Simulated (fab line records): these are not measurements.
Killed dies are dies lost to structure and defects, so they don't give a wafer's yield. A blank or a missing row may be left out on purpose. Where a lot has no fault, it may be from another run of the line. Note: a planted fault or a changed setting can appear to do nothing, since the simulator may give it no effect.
Chamber matching | flow n5Finfet | N5_BEOL_M2_CO_CAP_55 on cvdCo-01 has 3 sister chambers
The step material Co, precursor CCTBA/H2, target thk 2 nm, time 102.1 s. 3 wafers are shown with their chamber, then 11 later ones without.

== WAFERS WITH THEIR CHAMBER ==
wafer  | chamber | heaterPowerW (W)
L092.1 | 1       | 214
L092.2 | 2       | 236
L092.4 | 0       | 223

== WAFERS WHOSE CHAMBER IS MISSING ==
wafer  | heaterPowerW (W)
L092.5 | 214
L092.6 | 233
L093.1 | 241
L093.2 | 218
L093.3 | 219
L093.4 | 240
L093.5 | 213
L093.6 | 216
L096.1 | 226
L096.2 | 245
L096.3 | 215

== THE CHAMBER EACH PASSED THROUGH ==
wafer  | from the rows above     | in truth
L092.5 | 1                       | 1
L092.6 | can't be placed: 2 or 0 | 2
L093.1 | 2                       | 2
L093.2 | can't be placed: 1 or 0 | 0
L093.3 | can't be placed: 0 or 1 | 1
L093.4 | 2                       | 2
L093.5 | 1                       | 1
L093.6 | can't be placed: 1 or 0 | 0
L096.1 | can't be placed: 0 or 2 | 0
L096.2 | 2                       | 2
L096.3 | can't be placed: 1 or 0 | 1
5 of 11 placed correctly. Not placeable from these rows: 6 (in 6, the candidates include the true chamber). Number placed wrongly: 0.
How it was worked out, from the rows above alone: a wafer's distance from a chamber is the root of the sum, over the readings, of the square of ((its reading less the chamber's mean) divided by the reading's scatter). If the next closest chamber is less than 2 further off than the closest, the wafer can't be placed; otherwise it belongs to the closest. For every chamber, the mean is computed from those of its wafers that are shown. The scatter (one wafer shown for each chamber): square how far every hidden wafer sits from the nearest shown wafer, average those squares and take the square root.
